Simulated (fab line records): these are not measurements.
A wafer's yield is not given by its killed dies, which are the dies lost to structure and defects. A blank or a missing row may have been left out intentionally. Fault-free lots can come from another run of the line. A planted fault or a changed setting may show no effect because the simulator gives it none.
Split-lot experiment	flow n5Finfet	on a route of 1938 steps: 7 lots, 39 wafers read

ON THE SPLIT
At N5_BEOL_M4_DESCUM_16 (chemistry O2, time 7 s), the setting timeS was moved away from the recipe's 7 s on 15 of the 39 wafers read, by -36.3% to +56.1%. The other wafers ran this setting at the recipe's value.

There is no step in the file separating the split from the reading.

THE READING
CAR-EUV_of_BEOL_M4_COAT_05.thkNm (the simulator's own value, which no gauge read), in nm, at N5_BEOL_M4_ETCH_74 (etches underlayer in N2/H2, target depth 6.5 nm, time 5.2 s). There is no usual value for it anywhere in the file. Here, 24 wafers ran the recipe; their average is 20.4 nm with a standard deviation of 0.11 nm.

wafer	tool, chamber at the split	timeS as run, s	against the recipe	CAR-EUV_of_BEOL_M4_COAT_05.thkNm, nm	against lot-mates on the recipe
L076.1	rieDiel-06, 0	7	recipe	20.4	-
L076.2	rieDiel-06, 1,2,1	8.285	+18.4%	19.6	-0.7
L076.4	rieDiel-06, 1,2,1	8.285	+18.4%	19.6	-0.7
L076.5	rieDiel-06, 1,2,1	8.285	+18.4%	19.6	-0.7
L076.3	rieDiel-06, 3,0	7	recipe	20.2	-
L076.6	rieDiel-06, 3,0	7	recipe	20.2	-
L078.1	rieDiel-02, 1,2	7	recipe	20.2	-
L078.2	rieDiel-02, 0,2,3,3	7	recipe	20.4	-
L078.3	rieDiel-02, 0,2,3,3	7	recipe	20.4	-
L078.4	rieDiel-02, 0,2,3,3	7	recipe	20.4	-
L078.5	rieDiel-02, 0,2,3,3	7	recipe	20.4	-
L078.6	rieDiel-02, 1,2	7	recipe	20.4	-
L079.1	rieDiel-01, 0,2,3	7	recipe	20.4	-
L079.5	rieDiel-01, 0,2,3	7	recipe	20.4	-
L079.6	rieDiel-01, 0,2,3	7	recipe	20.4	-
L079.2	rieDiel-01, 2,3,1	10.38	+48.3%	18.6	-1.8
L079.3	rieDiel-01, 2,3,1	10.38	+48.3%	18.6	-1.8
L079.4	rieDiel-01, 2,3,1	10.38	+48.3%	18.6	-1.8
L081.1	rieDiel-06, 2,0,3	7	recipe	20.4	-
L081.2	rieDiel-06, 2,0,3	7	recipe	20.6	-
L081.4	rieDiel-06, 2,0,3	7	recipe	20.6	-
L081.3	rieDiel-06, 1	4.459	-36.3%	21.8	+1.3
L081.5	rieDiel-06, 1,0	4.459	-36.3%	21.8	+1.3
L081.6	rieDiel-06, 1,0	4.459	-36.3%	21.6	+1.1
L083.1	rieDiel-02, 3,1,3	7	recipe	20.4	-
L083.2	rieDiel-02, 3,1,3	7	recipe	20.4	-
L083.5	rieDiel-02, 3,1,3	7	recipe	20.4	-
L083.3	rieDiel-02, 0,2,2	9.654	+37.9%	19	-1.4
L083.6	rieDiel-02, 0,2,2	9.654	+37.9%	19	-1.4
L083.4	rieDiel-02, 0,2,2	9.654	+37.9%	19.2	-1.2
L087.1	rieDiel-06, 3,2,0	7	recipe	20.4	-
L087.2	rieDiel-06, 3,2,0	7	recipe	20.2	-
L087.5	rieDiel-06, 3,2,0	7	recipe	20.2	-
L087.3	rieDiel-06, 1,0	10.93	+56.1%	18.4	-1.9
L087.4	rieDiel-06, 1,0	10.93	+56.1%	18.4	-1.9
L087.6	rieDiel-06, 3	10.93	+56.1%	18.2	-2.1
L090.3	rieDiel-01, 1,3	7	recipe	20.4	-
L090.5	rieDiel-01, 1,3	7	recipe	20.4	-
L090.6	rieDiel-01, 1	7	recipe	20.4	-
When a row names more than one chamber, that row covers several wafers, and the file does not tell which wafer ran in which chamber.

FIT RESULTS
A straight line over all 39 wafers: CAR-EUV_of_BEOL_M4_COAT_05.thkNm changes by -0.0366 nm for each +1% of timeS; r = -0.99; the points scatter about the line by 0.1 nm.
The same after taking each lot's own level away (the mean of its wafers on the recipe; 39 wafers): -0.035 nm for each +1%; r = -1.00; scatter 0.081 nm.
That fit puts the effect of the largest move of timeS on the reading at 2 nm.
The span of the lots' own levels, 20.27 to 20.53 nm, comes to 2.5 times the standard deviation stated above.
The two slopes are in agreement: the lot-to-lot level therefore moves the slope only a little.
Check: with one of the wafers moved furthest among these (+56.1%) left out of the fit, the line predicts -1.99 nm for it against its lot-mates. Against them it came out at -1.87 nm.

THE WHOLE CHAIN: every reading that the file lists as answering this split, in the file's order
step	what it does	reading	change (the file's fit)	r (the file's)
N5_BEOL_M4_DESCUM_16	chemistry O2, time 7 s	CAR-EUV_of_BEOL_M4_COAT_05.thkNm (the simulator's own value, which no gauge read)	-0.0342 nm for each +1% of the setting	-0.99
N5_BEOL_M4_ETCH_74	etches underlayer in N2/H2, target depth 6.5 nm, time 5.2 s	CAR-EUV_of_BEOL_M4_COAT_05.thkNm (the simulator's own value, which no gauge read)	-0.0352 nm for each +1% of the setting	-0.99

FILE'S OWN FIT
CAR-EUV_of_BEOL_M4_COAT_05.thkNm changes by -0.0352 nm for each +1% of timeS, r = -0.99.
